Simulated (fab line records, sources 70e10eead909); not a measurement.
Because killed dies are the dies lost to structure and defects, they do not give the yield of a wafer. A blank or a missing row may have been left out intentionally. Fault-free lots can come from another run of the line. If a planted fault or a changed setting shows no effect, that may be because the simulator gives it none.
Matching of chambers    flow nand-harc    NHARC_A_CHANNEL_HOLE_D1_ETCH_38 on rie-diel-04: 4 sister chambers
The step etches the open film in CF4, target depth 39 nm, time 65 s. 4 wafers are shown with their chamber, then 12 later ones without.

WAFERS PAIRED WITH THEIR CHAMBERS
wafer   chamber  showerhead-plenum-p-Torr (Torr)
L082.1  0        1.81
L083.6  1        1.86
L090.1  3        1.86
L090.5  2        1.70

WAFERS MISSING THEIR CHAMBER
wafer   showerhead-plenum-p-Torr (Torr)
L091.3  1.80
L091.4  1.86
L091.6  1.81
L095.2  1.86
L095.3  1.80
L095.6  1.86
L096.1  1.80
L096.2  1.70
L096.6  1.70
L097.2  1.86
L097.3  1.80
L097.6  1.86

WHICH CHAMBER EACH WENT THROUGH
wafer   from the rows above      in truth
L091.3  0                        0
L091.4  can't be placed: 1 or 3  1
L091.6  0                        0
L095.2  can't be placed: 1 or 3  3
L095.3  0                        0
L095.6  can't be placed: 1 or 3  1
L096.1  0                        0
L096.2  2                        2
L096.6  2                        2
L097.2  can't be placed: 1 or 3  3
L097.3  0                        0
L097.6  can't be placed: 1 or 3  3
Placed correctly: 7 of 12. Can't be placed from these rows: 5 (the true chamber is among the candidates in 5). Wrongly placed: 0.
How it was worked out, from the rows above alone: a wafer's distance from a chamber is the root of the sum, over the readings, of the square of ((its reading less the chamber's mean) divided by the reading's scatter). The wafer belongs to the nearest chamber; if the next one is less than 2 further off, it can't be placed. For every chamber, the mean is computed from those of its wafers that are shown. The scatter: root of mean squared gap, hidden wafer to nearest shown wafer, with one shown wafer a chamber.
